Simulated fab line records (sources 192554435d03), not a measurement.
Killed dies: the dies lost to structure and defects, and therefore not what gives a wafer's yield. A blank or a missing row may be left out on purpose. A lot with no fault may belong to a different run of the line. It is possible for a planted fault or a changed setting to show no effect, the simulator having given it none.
Matching of chambers	flow n5Finfet	cmp-02 running N5_BEOL_M12_CMP_49: 4 sister chambers
The step polishes, stops on SiOC, t overpolish 20.6 s, target thk 320 nm. 8 wafers are shown with their chamber, then 8 later ones without.

WAFERS WITH THEIR CHAMBER
wafer	chamber	motorCurrentA (A)	headPressurePsi (psi)
L084.5	1	6.4	1.0016
L086.2	2	5.9	1.0019
L086.3	1	6.6	1.0007
L086.4	3	5.4	0.9994
L089.2	3	5.5	1.0000
L089.3	2	5.8	0.9972
L089.5	0	5.6	1.0028
L083.3	0	5.4	1.0005

WAFERS WITH NO CHAMBER GIVEN
wafer	motorCurrentA (A)	headPressurePsi (psi)
L083.4	5.6	1.0000
L083.5	5.4	1.0009
L097.1	5.7	0.9969
L097.2	5.6	0.9984
L097.5	5.5	0.9981
L096.2	5.7	1.0007
L096.3	5.3	0.9974
L096.6	5.8	0.9977

WHICH CHAMBER EACH WENT THROUGH
wafer	from the rows above	in truth
L083.4	can't be placed: 0 or 3 or 2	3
L083.5	can't be placed: 3 or 0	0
L097.1	can't be placed: 2 or 3 or 0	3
L097.2	can't be placed: 3 or 0 or 2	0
L097.5	can't be placed: 3 or 0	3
L096.2	can't be placed: 2 or 0 or 3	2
L096.3	can't be placed: 3 or 0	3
L096.6	2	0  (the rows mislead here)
Correct placement for 0 of the 8. Cannot be placed on the basis of these rows: 7; the candidates contain the true chamber in 7. Placed wrongly: 1.
How it was worked out, from the rows above alone: a wafer's distance from a chamber is the root of the sum, over the readings, of the square of ((its reading less the chamber's mean) divided by the reading's scatter). The wafer belongs to the nearest chamber; if the next one is less than 2 further off, it can't be placed. Each chamber's mean is taken over the wafers shown for it. The scatter: take each reading less its chamber's mean, square it, sum over the shown wafers, divide by the number of wafers less the number of chambers, and take the root.
